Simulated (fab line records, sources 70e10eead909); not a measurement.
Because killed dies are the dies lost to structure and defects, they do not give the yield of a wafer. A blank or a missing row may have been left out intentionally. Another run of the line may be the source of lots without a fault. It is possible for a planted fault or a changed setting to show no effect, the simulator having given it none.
The same fault as seen by 2 desks :: flow nand_harc :: each desk has only its own numbers; what lay behind them comes last

## FROM THE METROLOGY DESK
What the gauges read for every lot (on any tool): the sampled wafers with a number, averaged. Any lot whose mean is over 4 standard deviations away from the usual mean is out of limits and marked OUT; that distance is given in the brackets.
Columns: A = thk_nm at NHARC_A_ONON_D1_THK_MEAS_11, usual 999 nm; B = thk_nm at NHARC_A_ONON_D1_THK_MEAS_14, usual 1002 nm; C = cd_nm at NHARC_A_CHANNEL_HOLE_D1_CD_MEAS_10, usual 100.0 nm; D = cd_nm at NHARC_A_CHANNEL_HOLE_D1_CD_MEAS_30, usual 89.5 nm
lot: L278
first seen here: day 8 09:31
A: 1000
B: 993
C: 100.1
D: 89.7

lot: L280
first seen here: day 9 00:47
A: 976
B: 991
C: 99.4
D: 89.6

lot: L281
first seen here: day 9 07:38
A: 1008
B: 1012
C: 100.5
D: 89.8

lot: L287
first seen here: day 12 09:37
A: 996
B: 1001
C: 108.7 (+17) OUT
D: 98.9 (+7.9) OUT

lot: L290
first seen here: day 13 03:47
A: 983
B: 1007
C: 109.0 (+17) OUT
D: 99.7 (+8.5) OUT

lot: L293
first seen here: day 14 16:29
A: 1014
B: 1002
C: 100.8
D: 89.4

lot: L295
first seen here: day 15 08:20
A: 1005
B: 1017
C: 100.1
D: 89.7

lot: L297
first seen here: day 16 00:16
A: 1000
B: 1005
C: 100.1
D: 88.8

lot: L299
first seen here: day 16 18:34
A: 1006
B: 989
C: 100.3
D: 89.0
Finding of this desk: L287, L290 out of limits; the first was L287 at day 13 01:07, on cd_nm at NHARC_A_CHANNEL_HOLE_D1_CD_MEAS_10. L278, L280, L281, L293, L295, L297, L299: within limits.

## DESK OF THE TOOL OWNER: litho_track-06
The tool's own readings at NHARC_A_CHANNEL_HOLE_D1_PEB_08 (peb time 65 s): means of the sampled wafers that have a number, for each lot that ran on this tool. Any lot whose mean is over 4 standard deviations away from the usual mean is out of limits and marked OUT; that distance is given in the brackets.
Columns: A = resist_line_temp_C at NHARC_A_CHANNEL_HOLE_D1_PEB_08, usual 23.00 C
lot: L278
first seen here: day 9 04:11
A: 23.09

lot: L281
first seen here: day 9 21:20
A: 23.02

lot: L287
first seen here: day 13 01:02
A: 22.91

lot: L290
first seen here: day 13 17:50
A: 22.96

lot: L299
first seen here: day 17 11:24
A: 23.04
This desk's finding: nothing out of limits on any of the 5 lots.

## TAKEN TOGETHER
The metrology desk could have raised an alarm at day 13 01:07, on L287, L290.
The tool owner's desk saw nothing out of limits.
On record at the tool owner's desk: L287, L290, within its limits.
All the named lots went through NHARC_A_CHANNEL_HOLE_D1_PEB_08 on litho_track-06.

## WHAT HAD BEEN PUT IN BY THE SIMULATOR
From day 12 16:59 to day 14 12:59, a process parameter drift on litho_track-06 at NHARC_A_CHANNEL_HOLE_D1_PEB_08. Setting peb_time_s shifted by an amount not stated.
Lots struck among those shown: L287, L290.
Delay in hours, fault start to first out-of-limits reading, per desk: metrology desk 8.
